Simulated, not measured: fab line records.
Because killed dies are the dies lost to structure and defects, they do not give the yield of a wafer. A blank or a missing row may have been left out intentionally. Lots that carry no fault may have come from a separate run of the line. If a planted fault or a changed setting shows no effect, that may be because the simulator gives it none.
A lot that was struck, set against a sound lot ; flow n5-finfet ; 38 steps out of a route of 1938
Sound: the wafers L722.4, L722.5, L722.6. Wafers L726.1, L726.2, L726.5 were the ones struck. Last of all comes the cause.
At each step with rows: each side's tool, then ch and its chambers, then its first start. Under that, the readings that differ: sound wafers ; struck wafers ; difference of the means ; sigmas: that difference in standard deviations of wafers without a fault.
alike: readings with means less than 2 such deviations apart, plus words and numbers identical on both sides. not compared: withheld readings, readings lacking a value on some wafer, bounds such as >300 that could conceal the same value, and numbers that have no deviation in the record and whose values overlap.
A row with sigmas, a row that says differs or no value, or rows on one side alone: a step with any of these is where the two part. Non-overlapping numbers with no deviation appear without sigmas and do not part them. A reading that every wafer of one side lacks parts them only if that side has two wafers or more.

first, 9 steps without rows for these wafers: N5_BEOL_M4_ANNEAL_95 (time 240 s); N5_BEOL_M4_SPUTTER_96 (material Cu, target thk 4.5 nm, time 8.29 s); N5_BEOL_M4_ECD_50 (material Cu, target thk 300 nm); N5_BEOL_M4_ANNEAL_51 (time 90 s); N5_BEOL_M4_CMP_52 (polishes, stops on SiOC, t overpolish 6.8 s, target thk 40 nm); N5_BEOL_M4_PRE_CLEAN_60 (time 15 s); N5_BEOL_M4_CO_CAP_55 (material Co, precursor CCTBA/H2, target thk 2 nm, time 102.1 s); N5_BEOL_M4_PRE_CLEAN_56 (time 15 s); N5_BEOL_M4_DEP_57 (deposits SiCN from 3MS/NH3, target thk 8 nm, time 14 s).
N5_BEOL_M4_RC_MEAS_101:
  sound on prober-02 ch 0, day 10 00:35; struck on prober-02 ch 0, day 11 06:31
  alike: DIBL_N, DIBL_P, IOFF_N, IOFF_P, ION_N, ION_P, SS_N, SS_P, VT_N, VT_P
then, 24 steps without rows for these wafers: N5_BEOL_M5_ILD_DEP_00 (deposits SiCOH lowk from DEMS/porogen, target thk 140.64 nm, time 25.9 s); N5_BEOL_M5_CURE_79 (cures SiCOH lowk, time 240 s); N5_BEOL_M5_PECVD_70 (deposits SiO2 from TEOS/O2, target thk 16 nm, time 18 s); N5_BEOL_M5_HM_DEP_02 (deposits TiN, target thk 20 nm); N5_BEOL_M5_COAT_59 (time 60 s, resist thk 60 nm); N5_BEOL_M5_COAT_60 (time 60 s, resist thk 12 nm); N5_BEOL_M5_COAT_71 (time 60 s, resist thk 5 nm); N5_BEOL_M5_COAT_05 (resist thk 30 nm); N5_BEOL_M5_EBR_07; N5_BEOL_M5_SOFTBAKE_06 (time 60 s); N5_BEOL_M5_EXPOSE_08 (exposes mask M5, target cd 28 nm); N5_BEOL_M5_PEB_09 (peb time 60 s); N5_BEOL_M5_DEVELOP_10 (develop time 30 s); N5_BEOL_M5_DESCUM_16 (chemistry O2, time 7 s); N5_BEOL_M5_ETCH_72 (etches underlayer in N2/H2, target depth 6.5 nm, time 5.2 s); N5_BEOL_M5_ETCH_61 (etches SiARC in CF4, target depth 15.6 nm, time 26 s); N5_BEOL_M5_ETCH_62 (etches SOC in N2/H2, target depth 75 nm, overetch 15 nm, time 112.5 s); N5_BEOL_M5_STRIP_63 (strips in N2/H2); N5_BEOL_M5_STRIP_73 (strips in N2/H2); N5_BEOL_M5_STRIP_64 (strips in CF4); N5_BEOL_M5_HM_OPEN_17 (chemistry Cl2/BCl3, target TiN, target depth 20 nm, overetch 6 nm); N5_BEOL_M5_STRIP_19 (strips in O2); N5_BEOL_M5_COAT_65 (time 60 s, resist thk 60 nm); N5_BEOL_M5_COAT_66 (time 60 s, resist thk 12 nm).
-- record jumps: 3 days separate the struck wafers' starts on either side; left off in module BEOL_M5, taken up again in module BEOL_M12, whose first shown step is the route's number 1602 --
N5_BEOL_M12_ILD_DEP_00: deposits SiOC from DEMS/O2, target thk 658.92 nm, time 130.7 s.
  sound on pecvd-01 ch 1,2, day 12 13:08; struck on pecvd-01 ch 0,1,2, day 14 00:21
  alike: heater-power-w, showerhead-plenum-p-Torr, throttle-valve-pct
N5_BEOL_M12_THK_MEAS_01:
  struck on film-metro-02, day 14 00:29; sound on film-metro-01, day 12 13:16
reading;sound;struck;difference;sigmas
M12_ILD_THK (nm);671 666 675;570 584 571;-96;-11
N5_BEOL_M12_OCD_MEAS_35:
  struck on ocd-02, day 14 02:19; sound on ocd-02, day 12 15:29
  alike: trench-depth-nm
N5_PASSIVATION_PROBE_49:
  struck on prober-02, day 15 12:58; sound on prober-01, day 14 06:04
reading;sound;struck;difference;sigmas
killed_at_M4_up;5 9 9;43 20 93;+44;+8
killed-at-front-end;76 44 59;37 40 13;-30;-2
sort_bin_5_function (%);6.5 5.0 6.4;9.1 4.9 10.8;+2.3;+2
  alike: defect-limited-yield, killed_at_M0_to_M3, killed-at-contacts, killed-at-other, killed-dies, killed-on-rim, killed-open, killed-short, sort_bin_6_memory, sort-n-pass, sort-yield-pct

WHERE THEY PART
At N5_BEOL_M12_THK_MEAS_01 first; at N5_PASSIVATION_PROBE_49 last (within this record only).

WHY: the cause the simulator had injected
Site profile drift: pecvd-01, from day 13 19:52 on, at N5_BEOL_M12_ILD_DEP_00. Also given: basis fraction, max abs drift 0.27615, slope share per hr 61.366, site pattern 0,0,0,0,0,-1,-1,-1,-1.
